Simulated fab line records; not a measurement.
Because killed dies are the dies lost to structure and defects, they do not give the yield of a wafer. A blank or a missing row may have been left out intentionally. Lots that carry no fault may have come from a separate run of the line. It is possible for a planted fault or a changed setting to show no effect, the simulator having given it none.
Chamber matching	flow n5-finfet	rie-diel-05 running N5_BEOL_M10_STRIP_67: 4 sister chambers
The step strips in CF4. 18 wafers are shown with their chamber, then 9 later ones without.

== WAFERS PAIRED WITH THEIR CHAMBERS ==
wafer	chamber	oes-product-au (a.u.)	showerhead-plenum-p-Torr (Torr)	throttle-valve-pct (%)
L074.1	3	0.87	1.76	13.51
L074.3	1	0.73	1.77	13.64
L074.6	1	0.72	1.77	13.66
L075.1	1	0.72	1.77	13.67
L075.3	3	0.87	1.75	13.52
L075.6	3	0.87	1.75	13.54
L079.2	0	0.70	1.77	13.76
L079.4	1	0.72	1.76	13.70
L079.6	3	0.87	1.75	13.54
L081.3	3	0.86	1.75	13.55
L081.5	3	0.86	1.75	13.55
L081.6	2	0.73	1.84	13.39
L078.1	1	0.71	1.76	13.68
L078.2	0	0.70	1.77	13.75
L078.5	0	0.70	1.77	13.76
L083.2	3	0.85	1.75	13.57
L083.3	1	0.71	1.76	13.70
L083.4	0	0.70	1.77	13.78

SIGNATURES (means of the wafers above)
reading	chamber 0	chamber 1	chamber 2	chamber 3	scatter within a chamber
oes-product-au	0.7000	0.7183	0.7300	0.8643	0.00684
showerhead-plenum-p-Torr	1.7700	1.7650	1.8400	1.7514	0.0041
throttle-valve-pct	13.7625	13.6750	13.3900	13.5400	0.02
Rule: for each reading, subtract the chamber's mean from the wafer's reading, divide by that reading's scatter and square the result; add these up over the readings and take the root, which gives the wafer's distance from the chamber. If the next closest chamber is less than 2 further off than the closest, the wafer can't be placed; otherwise it belongs to the closest. The scatter: take each reading less its chamber's mean, square it, sum over the shown wafers, divide by the number of wafers less the number of chambers, and take the root.

== WAFERS MISSING THEIR CHAMBER ==
wafer	oes-product-au (a.u.)	showerhead-plenum-p-Torr (Torr)	throttle-valve-pct (%)
L090.1	0.70	1.76	13.74
L090.3	0.71	1.83	13.44
L090.4	0.83	1.75	13.59
L095.1	0.70	1.83	13.44
L095.2	0.68	1.76	13.82
L095.6	0.69	1.76	13.76
L096.1	0.69	1.75	13.79
L096.2	0.80	1.74	13.64
L096.5	0.69	1.83	13.50

== EACH ONE'S CHAMBER ==
wafer	from the rows above	in truth
L090.1	can't be placed: 0 or 1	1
L090.3	2	2
L090.4	3	3
L095.1	2	2
L095.2	0	0
L095.6	0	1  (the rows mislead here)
L096.1	0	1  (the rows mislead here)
L096.2	3	3
L096.5	2	2
Correct placement for 6 of the 9. From these rows, 1 cannot be placed; in 1 the true chamber is one of the candidates. Placed wrongly: 2.
